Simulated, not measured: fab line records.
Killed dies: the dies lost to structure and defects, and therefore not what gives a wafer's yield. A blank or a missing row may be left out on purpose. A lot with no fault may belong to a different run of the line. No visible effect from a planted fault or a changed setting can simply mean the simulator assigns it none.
Matching of chambers :: flow nand harc :: NHARC_A_CONTACT_DEP_85 on pecvd-04: 3 sister chambers
The step deposits SiON, target thk 50 nm. 6 wafers are shown with their chamber, then 12 later ones without.

WAFERS, EACH WITH ITS CHAMBER
wafer: L086.4
chamber: 1
heater power w (W): 697

wafer: L089.2
chamber: 1
heater power w (W): 757

wafer: L089.3
chamber: 2
heater power w (W): 729

wafer: L090.1
chamber: 2
heater power w (W): 699

wafer: L090.2
chamber: 0
heater power w (W): 685

wafer: L090.5
chamber: 0
heater power w (W): 700

WAFERS MISSING THEIR CHAMBER
wafer: L092.2
heater power w (W): 674

wafer: L092.5
heater power w (W): 672

wafer: L092.6
heater power w (W): 738

wafer: L092.1
heater power w (W): 773

wafer: L092.3
heater power w (W): 747

wafer: L092.4
heater power w (W): 769

wafer: L097.1
heater power w (W): 798

wafer: L097.2
heater power w (W): 694

wafer: L097.5
heater power w (W): 676

wafer: L097.3
heater power w (W): 667

wafer: L097.4
heater power w (W): 686

wafer: L097.6
heater power w (W): 764

THE CHAMBER EACH PASSED THROUGH
wafer: L092.2
from the rows above: can't be placed: 0 or 2 or 1
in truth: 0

wafer: L092.5
from the rows above: can't be placed: 0 or 2 or 1
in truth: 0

wafer: L092.6
from the rows above: can't be placed: 1 or 2 or 0
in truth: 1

wafer: L092.1
from the rows above: can't be placed: 1 or 2 or 0
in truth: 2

wafer: L092.3
from the rows above: can't be placed: 1 or 2 or 0
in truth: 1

wafer: L092.4
from the rows above: can't be placed: 1 or 2 or 0
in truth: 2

wafer: L097.1
from the rows above: can't be placed: 1 or 2 or 0
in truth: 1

wafer: L097.2
from the rows above: can't be placed: 0 or 2 or 1
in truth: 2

wafer: L097.5
from the rows above: can't be placed: 0 or 2 or 1
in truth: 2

wafer: L097.3
from the rows above: can't be placed: 0 or 2 or 1
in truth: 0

wafer: L097.4
from the rows above: can't be placed: 0 or 2 or 1
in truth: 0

wafer: L097.6
from the rows above: can't be placed: 1 or 2 or 0
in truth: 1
Correct placement for 0 of the 12. These rows do not allow placing 12 (true chamber among the candidates in 12). Wrongly placed: 0.
How it was worked out, from the rows above alone: a wafer's distance from a chamber is the root of the sum, over the readings, of the square of ((its reading less the chamber's mean) divided by the reading's scatter). The wafer belongs to the nearest chamber; if the next one is less than 2 further off, it can't be placed. The mean given for a chamber averages the wafers shown for that chamber. How the scatter is found: for the shown wafers, subtract from each reading the mean of its chamber, square and add these, divide the total by (wafers less chambers), then take the root.
